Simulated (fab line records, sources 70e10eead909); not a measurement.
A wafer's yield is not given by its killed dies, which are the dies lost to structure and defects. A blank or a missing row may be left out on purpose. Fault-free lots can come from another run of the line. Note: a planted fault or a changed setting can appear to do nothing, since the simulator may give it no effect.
fab line records | flow nand_harc
record: lots: 6 | wafers: 18 | last_day: 32
route steps=1302 shown A_M0@1148 END@1302
lots with no fault: from the same line, run without faults
start_h: start of the lot's first displayed wafer, in hours after the record's first day | wait_h: hours elapsed since this lot's preceding step | " same as the row above | L1.1+2: several wafers, shown together as one row | - no value present, or no start provided | * or withheld: withheld | < > ~ a bound
route shown NAME@n: a module of which the file shows steps, and the number in the route of the first | usual: mean/standard deviation of fault-free wafers | same: alike in all rows | chamber/n: place in a boat | sites: per-site readings | _std_site: how widely they spread, as a standard deviation | _edge_site: mean of outer sites minus mean of inner sites | radius_mm: how far each site lies from the wafer's centre | mask NAME#n: copy n | behind: the most recent tool/chamber to have shaped the wafer | hold: the reason the lot was held/the length of the hold in hours/how it ended | device: the transistor (n, p or np) that didn't switch | end of line: the route-end tests of the same wafers | step lacking rows: just its recipe | killed: not the wafer's yield, but the dies lost to structure and defects at the first sort | map: a wafer's dies, marking killed ones x, the rest . and places with no die _
set.NAME: the setting the step ran with; set.NAME@STEP: the setting that earlier step ran with | model.NAME: the simulator's own value behind a step, which no gauge read
a table for each step, a row for each wafer; lots at some steps of the route
services: the hour from which a tool's chamber was out of use, counted from the record's first day as start_h (under 0 if before that day), plus the number of hours and why
== steps ==
step: NHARC_A_M0_OVL_MEAS_10
recipe: pitch_nm: 160
usual: overlay_x_nm: -0.2/0.89 | overlay_y_nm: 0.0/0.75
lot.wafer | tool       | chamber | start_h | wait_h | overlay_x_nm | overlay_y_nm
L924.1    | overlay-01 | -       | 601.32  | -      | -1.4         | 0.8
L924.2    | "          | -       | "       | "      | -1.3         | 0.9
L924.4    | "          | -       | "       | "      | -0.9         | 0.5
L925.1    | overlay-02 | -       | 614.56  | -      | 0.5          | -0.1
L925.3    | "          | -       | "       | "      | 0.5          | 0.0
L925.6    | "          | -       | "       | "      | 0.5          | -0.8
L926.1    | overlay-01 | -       | 618.81  | -      | -0.4         | 2.0
L926.4    | "          | -       | "       | "      | -0.3         | 1.2
L926.5    | "          | -       | "       | "      | 0.0          | 1.5
L935.3    | overlay-01 | -       | 701.88  | -      | -0.6         | -0.1
L935.4    | "          | -       | "       | "      | -0.3         | -0.4
L935.6    | "          | -       | "       | "      | -0.6         | -0.6
L936.2    | overlay-01 | -       | 709.26  | -      | -0.2         | 0.5
L936.3    | "          | -       | "       | "      | -0.3         | 0.3
L936.4    | "          | -       | "       | "      | 0.3          | 0.9
L937.3    | overlay-01 | -       | 717.08  | -      | -1.1         | -1.1
L937.4    | "          | -       | "       | "      | -1.2         | -1.0
L937.6    | "          | -       | "       | "      | -0.3         | -1.0
step: NHARC_A_M0_INSPECT_11
usual: raw_defect_count: 83/39
lot.wafer | tool              | chamber | start_h | wait_h | raw_defect_count
L924.1    | defect_inspect-01 | -       | 601.35  | 0.0    | 133
L924.2    | "                 | -       | "       | "      | 126
L924.4    | "                 | -       | "       | "      | 133
L925.1    | defect_inspect-01 | -       | 614.60  | 0.0    | 48
L925.3    | "                 | -       | "       | "      | 44
L925.6    | "                 | -       | "       | "      | 42
L926.1    | defect_inspect-02 | -       | 618.85  | 0.0    | 125
L926.4    | "                 | -       | "       | "      | 123
L926.5    | "                 | -       | "       | "      | 128
L935.3    | defect_inspect-02 | -       | 701.92  | 0.0    | 66
L935.4    | "                 | -       | "       | "      | 64
L935.6    | "                 | -       | "       | "      | 67
L936.2    | defect_inspect-01 | -       | 709.29  | 0.0    | 132
L936.3    | "                 | -       | "       | "      | 135
L936.4    | "                 | -       | "       | "      | 106
L937.3    | defect_inspect-01 | -       | 717.11  | 0.0    | 31
L937.4    | "                 | -       | "       | "      | 34
L937.6    | "                 | -       | "       | "      | 40
step: NHARC_A_M0_DESCUM_14
recipe: time_s: 3 | o2_flow_sccm: 200 | ar_flow_sccm: 0 | bias_power_w: 0 | chemistry: O2
step: NHARC_A_M0_ETCH_34
recipe: target_depth_a: 400 | overetch_a: 120 | time_s: 43.94 | ion_energy_ev: 200 | n2_flow_sccm: 150 | h2_flow_sccm: 150 | ar_flow_sccm: 0 | rf_w: 400 | bias_w: 150 | chemistry: N2/H2
usual: drypump_motor_current_A: 5.7/0.57 | oes_product_au: 0.996/0.0098 | rf_vpp_V: 430.9/1.6 | showerhead_plenum_p_Torr: 2.05/0.051 | throttle_valve_pct: 14.170/0.0081
lot.wafer | tool        | chamber | start_h | wait_h | drypump_motor_current_A | oes_product_au | rf_hours_counter_h | rf_vpp_V | showerhead_plenum_p_Torr | throttle_valve_pct
L924.2    | rie_diel-05 | 2       | 601.51  | 0.1    | 5.2                     | 1.008          | 0.3                | 431.1    | 2.06                     | 14.180
L924.1    | "           | 3       | "       | "      | 5.8                     | 1.007          | 0.2                | 430.6    | 2.05                     | 14.185
L924.4    | "           | 0       | "       | "      | 5.4                     | 0.988          | 0.2                | 430.7    | 2.06                     | 14.170
L925.1    | rie_diel-07 | 2       | 614.75  | 0.1    | 6.0                     | 0.998          | 8.8                | 434.8    | 2.18                     | 14.169
L925.3    | "           | 3       | "       | "      | 6.5                     | 1.001          | 7.7                | 429.5    | 2.00                     | 14.162
L925.6    | "           | 3       | "       | "      | 6.5                     | 1.005          | -                  | 429.7    | 2.00                     | 14.162
L926.1    | rie_diel-10 | 1       | 619.00  | 0.1    | 6.4                     | 0.990          | 0.6                | 430.6    | 2.08                     | 14.172
L926.4    | "           | 3       | "       | "      | 4.7                     | 1.000          | 0.5                | 431.2    | 2.11                     | 14.164
L926.5    | "           | 0       | "       | "      | 5.5                     | 0.984          | -                  | 430.3    | 2.02                     | 14.157
L935.4    | rie_diel-10 | 3       | 702.06  | 0.1    | 4.7                     | 0.999          | 3.9                | 432.7    | 2.11                     | 14.165
L935.3    | "           | 1       | "       | "      | 6.4                     | 0.986          | 5.2                | 431.8    | 2.08                     | 14.164
L935.6    | "           | 3       | "       | "      | 4.7                     | 1.002          | -                  | 432.1    | 2.11                     | 14.181
L936.4    | rie_diel-10 | 3       | 709.45  | 0.1    | 4.8                     | 0.998          | 4.0                | 432.0    | 2.11                     | 14.180
L936.3    | "           | 0       | "       | "      | 5.5                     | 0.987          | 4.8                | 429.0    | 2.02                     | 14.174
L936.2    | "           | 1       | "       | "      | 6.4                     | 0.986          | 5.2                | 431.4    | 2.08                     | 14.172
L937.3    | rie_diel-10 | 1       | 717.26  | 0.1    | 6.4                     | 0.979          | 5.4                | 432.7    | 2.08                     | 14.172
L937.4    | "           | 2       | "       | "      | 5.6                     | 0.984          | 4.6                | 431.0    | 2.03                     | 14.169
L937.6    | "           | 1       | "       | "      | 6.4                     | 0.973          | -                  | 431.9    | 2.08                     | 14.167
step: NHARC_A_M0_ETCH_15
recipe: target_depth_a: 1500 | overetch_a: 150 | time_s: 82.5 | c4f8_flow_sccm: withheld | ar_flow_sccm: 400 | rf_w: 600 | bias_w: 300 | chemistry: C4F8/Ar
usual: oes_product_au: 0.943/0.024 | rf_vpp_V: 441.3/1.8
lot.wafer | tool        | chamber | start_h | wait_h | oes_product_au | rf_hours_counter_h | rf_vpp_V
L924.4    | rie_diel-05 | 0       | -       | -      | 0.972          | 0.3                | 442.2
L924.1    | "           | 1       | "       | "      | 0.991          | 0.3                | 438.6
L924.2    | "           | 2       | "       | "      | 0.970          | 0.3                | 440.2
L925.1    | rie_diel-07 | 0       | -       | -      | 0.956          | 8.1                | 440.5
L925.3    | "           | 3       | "       | "      | 0.987          | 7.7                | 440.2
L925.6    | "           | 1       | "       | "      | 0.961          | -                  | 439.3
L926.1    | rie_diel-10 | 1       | -       | -      | 0.947          | 0.6                | 442.4
L926.4    | "           | 2       | "       | "      | 0.979          | 0.5                | 440.1
L926.5    | "           | 2       | "       | "      | 0.972          | -                  | 442.1
L935.3    | rie_diel-10 | 1       | -       | -      | 0.917          | 5.2                | 440.6
L935.4    | "           | 2       | "       | "      | 0.923          | 4.4                | 440.7
L935.6    | "           | 1       | "       | "      | 0.908          | -                  | 442.9
L936.2    | rie_diel-10 | 3       | -       | -      | 0.921          | 4.0                | 442.5
L936.3    | "           | 1       | "       | "      | 0.905          | 5.2                | 442.1
L936.4    | "           | 2       | "       | "      | 0.915          | 4.5                | 438.6
L937.3    | rie_diel-10 | 2       | -       | -      | 0.972          | 4.6                | 440.8
L937.4    | "           | 1       | "       | "      | 0.965          | 5.4                | 442.6
L937.6    | "           | 3       | "       | "      | 0.961          | -                  | 444.4
step: NHARC_A_M0_CD_MEAS_16
usual: cd_nm: 79.5/0.87
lot.wafer | tool      | chamber | start_h | wait_h | cd_nm
L924.1    | cd_sem-02 | -       | 601.71  | -      | 79.9
L924.2    | "         | -       | "       | "      | 77.9
L924.4    | "         | -       | "       | "      | 79.4
L925.1    | cd_sem-03 | -       | 614.96  | -      | 79.9
L925.3    | "         | -       | "       | "      | 78.1
L925.6    | "         | -       | "       | "      | 79.6
L926.1    | cd_sem-02 | -       | 619.21  | -      | 79.5
L926.4    | "         | -       | "       | "      | 79.6
L926.5    | "         | -       | "       | "      | 79.9
L935.3    | cd_sem-02 | -       | 702.28  | -      | 79.1
L935.4    | "         | -       | "       | "      | 80.1
L935.6    | "         | -       | "       | "      | 79.4
L936.2    | cd_sem-02 | -       | 709.66  | -      | 80.9
L936.3    | "         | -       | "       | "      | 80.9
L936.4    | "         | -       | "       | "      | 80.4
L937.3    | cd_sem-01 | -       | 717.48  | -      | 78.5
L937.4    | "         | -       | "       | "      | 79.4
L937.6    | "         | -       | "       | "      | 80.1
step: NHARC_A_M0_STRIP_18
recipe: power_w: 1000 | n2_flow_sccm: 150 | h2_flow_sccm: 150 | ar_flow_sccm: 0 | bias_w: 0 | chemistry: N2/H2
usual: drypump_motor_current_A: 5.6/0.54 | oes_product_au: 0.995/0.011 | rf_vpp_V: 90.7/0.9 | showerhead_plenum_p_Torr: 2.05/0.058 | throttle_valve_pct: 14.171/0.0092
lot.wafer | tool        | chamber | start_h | wait_h | drypump_motor_current_A | oes_product_au | rf_hours_counter_h | rf_vpp_V | showerhead_plenum_p_Torr | throttle_valve_pct
L924.2    | rie_diel-05 | 0       | 601.79  | 0.1    | 5.4                     | 0.985          | 0.3                | 90.9     | 2.05                     | 14.170
L924.4    | "           | 1       | "       | "      | 5.6                     | 1.006          | 0.4                | 89.2     | 1.93                     | 14.188
L924.1    | "           | 2       | "       | "      | 5.2                     | 0.994          | 0.3                | 91.3     | 2.06                     | 14.163
L925.3    | rie_diel-10 | 2       | 615.03  | 0.1    | 5.6                     | 0.998          | 0.2                | 90.2     | 2.03                     | 14.173
L925.1    | "           | 3       | "       | "      | 4.8                     | 0.995          | 0.2                | 91.2     | 2.11                     | 14.160
L925.6    | "           | 3       | "       | "      | 4.8                     | 0.992          | -                  | 91.0     | 2.11                     | 14.167
L926.1    | rie_diel-05 | 0       | 619.31  | 0.1    | 5.3                     | 0.979          | 0.6                | 92.4     | 2.05                     | 14.187
L926.4    | "           | 1       | "       | "      | 5.6                     | 1.006          | 0.7                | 90.8     | 1.93                     | 14.171
L926.5    | "           | 0       | "       | "      | 5.4                     | 0.976          | -                  | 91.6     | 2.05                     | 14.174
L935.3    | rie_diel-07 | 1       | 702.38  | 0.1    | 5.1                     | 0.994          | 2.2                | 90.2     | 2.00                     | 14.154
L935.4    | "           | 3       | "       | "      | 6.5                     | 0.999          | 2.9                | 90.0     | 2.00                     | 14.171
L935.6    | "           | 1       | "       | "      | 5.1                     | 1.000          | -                  | 91.5     | 2.00                     | 14.172
L936.2    | rie_diel-07 | 2       | 709.76  | 0.1    | 6.0                     | 0.999          | 3.2                | 91.0     | 2.18                     | 14.160
L936.3    | "           | 3       | "       | "      | 6.4                     | 1.016          | 3.1                | 89.9     | 2.00                     | 14.174
L936.4    | "           | 0       | "       | "      | 6.6                     | 1.005          | 3.3                | 90.8     | 2.02                     | 14.160
L937.3    | rie_diel-05 | 3       | 717.57  | 0.1    | 5.8                     | 1.016          | 7.6                | 91.3     | 2.05                     | 14.150
L937.4    | "           | 1       | "       | "      | 5.6                     | 1.005          | 6.0                | 90.1     | 1.93                     | 14.163
L937.6    | "           | 3       | "       | "      | 5.8                     | 1.011          | -                  | 91.2     | 2.05                     | 14.170
step: NHARC_A_M0_STRIP_19
recipe: time_s: 600 | temp_c: 30 | chemistry: post_etch_residue_remover
step: NHARC_A_M0_DEGAS_28
recipe: temp_c: 250 | time_s: 60
step: NHARC_A_M0_PRE_CLEAN_29
recipe: time_s: 30 | temp_c: 280 | gas: H2/He
step: NHARC_A_M0_PVD_20
recipe: target_thk_a: 50 | bias_v: 168.6 | power_w: 15000 | chamber_pressure_pa: 0.12 | time_s: 8.06 | substrate_temp_c: 50 | material: TaN
usual: throttle_valve_pct: 30.0/1
lot.wafer | tool           | chamber | start_h | wait_h | throttle_valve_pct
L924.2    | pvd_sputter-02 | -       | -       | -      | 29.1
L924.1    | "              | -       | "       | "      | 31.3
L924.4    | "              | -       | "       | "      | 30.0
L925.1    | pvd_sputter-03 | -       | -       | -      | 30.7
L925.3    | "              | -       | "       | "      | 29.0
L925.6    | "              | -       | "       | "      | 29.6
L926.4    | pvd_sputter-01 | -       | -       | -      | 30.6
L926.1    | "              | -       | "       | "      | 31.2
L926.5    | "              | -       | "       | "      | 29.2
L935.3    | pvd_sputter-01 | -       | -       | -      | 29.2
L935.4    | "              | -       | "       | "      | 31.5
L935.6    | "              | -       | "       | "      | 29.3
L936.2    | pvd_sputter-01 | -       | -       | -      | 29.2
L936.3    | "              | -       | "       | "      | 31.4
L936.4    | "              | -       | "       | "      | 31.3
L937.4    | pvd_sputter-02 | -       | -       | -      | 28.4
L937.3    | "              | -       | "       | "      | 28.0
L937.6    | "              | -       | "       | "      | 28.5
step: NHARC_A_M0_PVD_21
recipe: target_thk_a: 300 | chamber_pressure_pa: 5 | power_w: 5000 | substrate_temp_c: 30 | time_s: 20.49 | material: Cu
step: NHARC_A_M0_ECD_22
recipe: target_thk_a: 4000 | bath_temp_c: 25 | material: Cu
usual: bath_heat_duty_pct: 6.7/1 | bath_temp_c: 25.01/0.1
lot.wafer | tool      | chamber | start_h | wait_h | bath_heat_duty_pct | bath_temp_c
L924.1    | ecd_cu-01 | 0       | 602.69  | -      | 5.8                | 25.03
L924.2    | "         | 1       | "       | "      | 7.0                | 24.80
L924.4    | "         | 0       | "       | "      | 6.5                | 25.12
L925.1    | ecd_cu-02 | 0       | 615.99  | -      | -                  | -
L925.3    | "         | 1       | "       | "      | -                  | -
L925.6    | "         | 1       | "       | "      | -                  | -
L926.1    | ecd_cu-02 | 1       | 620.24  | -      | -                  | -
L926.4    | "         | 1       | "       | "      | -                  | -
L926.5    | "         | 1       | "       | "      | -                  | -
L935.4    | ecd_cu-01 | 0       | 703.36  | -      | 5.8                | 24.90
L935.3    | "         | 1       | "       | "      | 5.8                | 25.17
L935.6    | "         | 1       | "       | "      | 5.9                | 25.12
L936.2    | ecd_cu-02 | 0       | 710.65  | -      | 7.1                | 25.06
L936.4    | "         | 0       | "       | "      | 8.2                | 24.87
L936.3    | "         | 1       | "       | "      | 6.5                | 25.00
L937.3    | ecd_cu-01 | 0       | 718.56  | -      | 6.6                | 25.11
L937.4    | "         | 1       | "       | "      | 5.8                | 24.99
L937.6    | "         | 0       | "       | "      | 6.3                | 25.16
step: NHARC_A_M0_ANNEAL_30
recipe: temp_c: 225 | time_s: 90
usual: wafer_temp_C_max: 226.4/0.36
lot.wafer | tool          | chamber | start_h | wait_h | wafer_temp_C_max
L924.1    | rtp_anneal-02 | 0       | 603.06  | 0.3    | 226.3
L924.2    | "             | 0       | "       | "      | 226.4
L924.4    | "             | 0       | "       | "      | 226.4
L925.1    | rtp_anneal-02 | 0       | 616.31  | 0.3    | 226.0
L925.3    | "             | 0       | "       | "      | 225.8
L925.6    | "             | 0       | "       | "      | 226.2
L926.1    | rtp_anneal-02 | 0       | 620.57  | 0.3    | 225.9
L926.4    | "             | 0       | "       | "      | 226.9
L926.5    | "             | 0       | "       | "      | 226.0
L935.3    | rtp_anneal-02 | 0       | 703.75  | 0.3    | 226.0
L935.4    | "             | 0       | "       | "      | 226.6
L935.6    | "             | 0       | "       | "      | 226.1
L936.2    | rtp_anneal-01 | 0       | 711.08  | -      | 227.0
L936.3    | "             | 0       | "       | "      | 226.5
L936.4    | "             | 0       | "       | "      | 226.7
L937.3    | rtp_anneal-02 | 0       | 718.95  | 0.3    | 226.3
L937.4    | "             | 0       | "       | "      | 226.2
L937.6    | "             | 0       | "       | "      | 226.2
step: NHARC_A_M0_CMP_23
recipe: t_overpolish_s: 20 | target_thk_nm: 113.75
usual: motor_current_A: 12.1/1.3 | time_to_endpoint_s: 29/3.1
lot.wafer | tool   | chamber | start_h | wait_h | motor_current_A | time_to_endpoint_s
L924.4    | cmp-03 | 2       | 603.45  | -      | 11.4            | 28
L924.2    | "      | 0       | "       | "      | 14.5            | 26
L924.1    | "      | 1       | "       | "      | 10.7            | 25
L925.3    | cmp-03 | 0       | 616.65  | -      | 14.7            | 1
L925.1    | "      | 2       | "       | "      | 10.5            | 3
L925.6    | "      | 1       | "       | "      | 11.2            | 1
L926.4    | cmp-04 | 0       | 620.91  | -      | 12.1            | 4
L926.1    | "      | 1       | "       | "      | 12.8            | 8
L926.5    | "      | 0       | "       | "      | 12.0            | 4
L935.4    | cmp-04 | 3       | 703.98  | -      | 12.7            | 22
L935.3    | "      | 0       | "       | "      | 11.9            | 29
L935.6    | "      | 3       | "       | "      | 13.2            | 21
L936.3    | cmp-02 | 0       | 711.38  | -      | 11.1            | 29
L936.4    | "      | 2       | "       | "      | 11.1            | 32
L936.2    | "      | 3       | "       | "      | 11.1            | 30
L937.3    | cmp-03 | 1       | 719.19  | -      | 11.5            | 26
L937.4    | "      | 0       | "       | "      | 14.0            | 27
L937.6    | "      | 1       | "       | "      | 11.4            | 24
step: NHARC_A_M0_THK_MEAS_24
recipe: thk_meas_gauge: xrf
usual: thk_nm: 113.7/1.6
lot.wafer | tool          | chamber | start_h | wait_h | thk_nm
L924.1    | film_metro-01 | -       | 603.77  | -      | 110.7
L924.2    | "             | -       | "       | "      | 112.8
L924.4    | "             | -       | "       | "      | 113.4
L925.1    | film_metro-01 | -       | 616.97  | -      | 29.0
L925.3    | "             | -       | "       | "      | 28.7
L925.6    | "             | -       | "       | "      | 29.5
L926.1    | film_metro-01 | -       | 621.22  | -      | 31.0
L926.4    | "             | -       | "       | "      | 30.7
L926.5    | "             | -       | "       | "      | 29.2
L935.3    | film_metro-02 | -       | 704.30  | -      | 114.4
L935.4    | "             | -       | "       | "      | 112.7
L935.6    | "             | -       | "       | "      | 113.2
L936.2    | film_metro-01 | -       | 711.69  | -      | 113.6
L936.3    | "             | -       | "       | "      | 115.5
L936.4    | "             | -       | "       | "      | 113.9
L937.3    | film_metro-02 | -       | 719.50  | -      | 108.0
L937.4    | "             | -       | "       | "      | 114.0
L937.6    | "             | -       | "       | "      | 112.3
step: NHARC_A_M0_SRD_25
step: NHARC_END_SORT_01
recipe: temp_c: 25
usual: defect_limited_yield: 91.1/2.9 | killed_at_array: 55/19 | killed_at_other: 0.8/1.1 | killed_at_periphery: 4.0/2.6 | killed_dies: 60/20 | killed_open: 3.4/1.7 | killed_short: 2.6/1.5
same: gross_dies: 677
lot.wafer | tool      | chamber | start_h | wait_h | defect_limited_yield[%] | killed_at_array | killed_at_other | killed_at_periphery | killed_dies | killed_open | killed_short
L925.1    | prober-01 | 0       | 652.88  | 2.5    | 0                       | 667             | 0               | 10                  | 677         | 3           | 2
L925.3    | prober-01 | 0       | 654.47  | 3.1    | 0                       | 674             | 0               | 3                   | 677         | 3           | 2
L925.6    | prober-01 | 0       | 656.86  | 4.0    | 0                       | 675             | 0               | 2                   | 677         | 1           | 3
L926.1    | prober-02 | 0       | 658.18  | 2.5    | 0                       | 672             | 2               | 3                   | 677         | 4           | 2
L926.4    | prober-02 | 0       | 660.58  | 3.4    | 0                       | 671             | 1               | 5                   | 677         | 2           | 4
L926.5    | prober-02 | 0       | 661.38  | 3.7    | 0                       | 671             | 2               | 4                   | 677         | 2           | 3
killed by level:class
L925.1 A_M0:area_ecd=634 A_CHANNEL_HOLE_D2:chamber_film_flake=12 A_CHANNEL_HOLE_D1:chamber_film_flake=7 P_ZERO_WELL:chamber_film_flake=6 P_M1:chamber_film_flake=3 A_DECK1_JOINT:chamber_film_flake=2 A_SLIT:chamber_film_flake=2 A_WL_FILL:chamber_film_flake=2
L925.3 A_M0:area_ecd=636 A_CHANNEL_HOLE_D2:chamber_film_flake=18 A_CHANNEL_HOLE_D1:chamber_film_flake=7 A_SLIT:chamber_film_flake=4 A_CONTACT:chamber_film_flake=4 P_ZERO_WELL:chamber_film_flake=2 P_CONTACT:geometric_particle:short=1 A_ONON_D1:geometric_particle:open=1
L925.6 A_M0:area_ecd=634 A_CHANNEL_HOLE_D2:chamber_film_flake=18 A_CHANNEL_HOLE_D1:chamber_film_flake=10 A_WL_FILL:chamber_film_flake=6 A_CONTACT:chamber_film_flake=2 A_SGD_CUT:geometric_particle:short=1 A_WL_FILL:geometric_particle:short=1 A_CONTACT:geometric_particle:short=1
L926.1 A_M0:area_ecd=598 A_CHANNEL_HOLE_D1:chamber_film_flake=35 A_SLIT:chamber_film_flake=26 P_ZERO_WELL:chamber_film_flake=3 A_CHANNEL_HOLE_D2:chamber_film_flake=3 A_CHANNEL_FILL_D2:geometric_particle:short=2 A_M0:geometric_particle:open=2 A_CHANNEL_FILL_D1:chamber_film_flake=2
L926.4 A_M0:area_ecd=599 A_SLIT:chamber_film_flake=32 A_CHANNEL_HOLE_D1:chamber_film_flake=24 A_CHANNEL_HOLE_D2:chamber_film_flake=8 A_CONTACT:chamber_film_flake=4 P_STI:geometric_particle:short=1 P_GATE:geometric_particle:short=1 P_CONTACT:geometric_particle:open=1
L926.5 A_M0:area_ecd=592 A_SLIT:chamber_film_flake=31 A_CHANNEL_HOLE_D1:chamber_film_flake=29 A_CHANNEL_HOLE_D2:chamber_film_flake=10 P_BONDPAD:chamber_film_flake=2 A_STAIRCASE:chamber_film_flake=2 A_CONTACT:chamber_film_flake=2 THIN_TSV:chamber_film_flake=2
map L925.1 (x killed, . not)
____________x____________
_________xxxxxxx_________
_______xxxxxxxxxxx_______
______xxxxxxxxxxxxx______
_____xxxxxxxxxxxxxxx_____
____xxxxxxxxxxxxxxxxx____
____xxxxxxxxxxxxxxxxx____
___xxxxxxxxxxxxxxxxxxx___
___xxxxxxxxxxxxxxxxxxx___
__xxxxxxxxxxxxxxxxxxxxx__
__xxxxxxxxxxxxxxxxxxxxx__
_xxxxxxxxxxxxxxxxxxxxxxx_
_xxxxxxxxxxxxxxxxxxxxxxx_
_xxxxxxxxxxxxxxxxxxxxxxx_
_xxxxxxxxxxxxxxxxxxxxxxx_
_xxxxxxxxxxxxxxxxxxxxxxx_
xxxxxxxxxxxxxxxxxxxxxxxxx
xxxxxxxxxxxxxxxxxxxxxxxxx
xxxxxxxxxxxxxxxxxxxxxxxxx
xxxxxxxxxxxxxxxxxxxxxxxxx
xxxxxxxxxxxxxxxxxxxxxxxxx
_xxxxxxxxxxxxxxxxxxxxxxx_
_xxxxxxxxxxxxxxxxxxxxxxx_
_xxxxxxxxxxxxxxxxxxxxxxx_
_xxxxxxxxxxxxxxxxxxxxxxx_
_xxxxxxxxxxxxxxxxxxxxxxx_
__xxxxxxxxxxxxxxxxxxxxx__
__xxxxxxxxxxxxxxxxxxxxx__
___xxxxxxxxxxxxxxxxxxx___
___xxxxxxxxxxxxxxxxxxx___
____xxxxxxxxxxxxxxxxx____
____xxxxxxxxxxxxxxxxx____
_____xxxxxxxxxxxxxxx_____
______xxxxxxxxxxxxx______
_______xxxxxxxxxxx_______
_________xxxxxxx_________
____________x____________
map L926.1 (x killed, . not)
____________x____________
_________xxxxxxx_________
_______xxxxxxxxxxx_______
______xxxxxxxxxxxxx______
_____xxxxxxxxxxxxxxx_____
____xxxxxxxxxxxxxxxxx____
____xxxxxxxxxxxxxxxxx____
___xxxxxxxxxxxxxxxxxxx___
___xxxxxxxxxxxxxxxxxxx___
__xxxxxxxxxxxxxxxxxxxxx__
__xxxxxxxxxxxxxxxxxxxxx__
_xxxxxxxxxxxxxxxxxxxxxxx_
_xxxxxxxxxxxxxxxxxxxxxxx_
_xxxxxxxxxxxxxxxxxxxxxxx_
_xxxxxxxxxxxxxxxxxxxxxxx_
_xxxxxxxxxxxxxxxxxxxxxxx_
xxxxxxxxxxxxxxxxxxxxxxxxx
xxxxxxxxxxxxxxxxxxxxxxxxx
xxxxxxxxxxxxxxxxxxxxxxxxx
xxxxxxxxxxxxxxxxxxxxxxxxx
xxxxxxxxxxxxxxxxxxxxxxxxx
_xxxxxxxxxxxxxxxxxxxxxxx_
_xxxxxxxxxxxxxxxxxxxxxxx_
_xxxxxxxxxxxxxxxxxxxxxxx_
_xxxxxxxxxxxxxxxxxxxxxxx_
_xxxxxxxxxxxxxxxxxxxxxxx_
__xxxxxxxxxxxxxxxxxxxxx__
__xxxxxxxxxxxxxxxxxxxxx__
___xxxxxxxxxxxxxxxxxxx___
___xxxxxxxxxxxxxxxxxxx___
____xxxxxxxxxxxxxxxxx____
____xxxxxxxxxxxxxxxxx____
_____xxxxxxxxxxxxxxx_____
______xxxxxxxxxxxxx______
_______xxxxxxxxxxx_______
_________xxxxxxx_________
____________x____________
== services ==
tool           | chamber | start_h | hours | kind
pvd_sputter-01 | -       | 582.00  | 10.0  | pm
rie_diel-05    | -       | 583.60  | 9.0   | pm
cmp-02         | -       | 589.74  | 1.5   | repair
ecd_cu-02      | -       | 596.29  | 8.0   | pm
rie_diel-10    | -       | 596.50  | 9.0   | pm
rie_diel-10    | 0       | 596.50  | 9.0   | vent_cycle
cmp-04         | -       | 601.07  | 4.0   | pm
cmp-02         | -       | 612.79  | 2.0   | repair
cmp-02         | -       | 615.43  | 1.4   | repair
cmp-02         | -       | 624.50  | 4.0   | pm
pvd_sputter-02 | -       | 638.00  | 10.0  | pm
rie_diel-07    | -       | 648.22  | 9.0   | pm
cmp-03         | -       | 652.88  | 4.0   | pm
rie_diel-05    | 1       | 662.29  | 4.7   | repair
pvd_sputter-01 | -       | 687.57  | 7.6   | repair
ecd_cu-01      | -       | 688.00  | 8.0   | pm
rie_diel-05    | 1       | 693.37  | 6.4   | repair
rie_diel-10    | -       | 694.41  | 0.3   | repair
cmp-04         | -       | 699.07  | 4.0   | pm
rtp_anneal-01  | -       | 701.46  | 1.1   | repair
pvd_sputter-03 | -       | 704.03  | 10.0  | pm
ecd_cu-02      | -       | 706.39  | 0.3   | repair
cmp-04         | -       | 707.04  | 1.8   | repair
rie_diel-10    | 3       | 717.42  | 5.0   | repair
== key ==
first_sign: step: NHARC_A_M0_ECD_22 | reading: tool_record | direction: missing
effect: step: NHARC_A_M0_CMP_23 | reading: time_to_endpoint_s | direction: down | sigmas: 8.2 | usual: * | struck: *
effect: step: NHARC_A_M0_THK_MEAS_24 | reading: thk_nm | direction: down | sigmas: 54 | usual: 113.7 | struck: 29.7
effect: step: NHARC_END_SORT_01 | reading: killed_at_array | direction: up | sigmas: 32 | usual: 55 | struck: 672
more_kills_born_at: NHARC_A_M0_ECD_22@ecd_cu-02: 3693
met_at NHARC_A_M0_ECD_22
struck_wafers L925.1,L925.3,L925.6,L926.1,L926.4,L926.5
later_rows_left_out L925.1,L925.3,L925.6,L926.1,L926.4,L926.5
fault: kind: skipped_step_whole | tool: ecd_cu-02 | chamber: - | onset_h: 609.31 | steps: NHARC_A_M0_ECD_22 | scope: struck_lots_only
later_rows_left_out: the simulator's readings of these wafers behind a module that went badly wrong aren't trusted and aren't shown, but for the sort
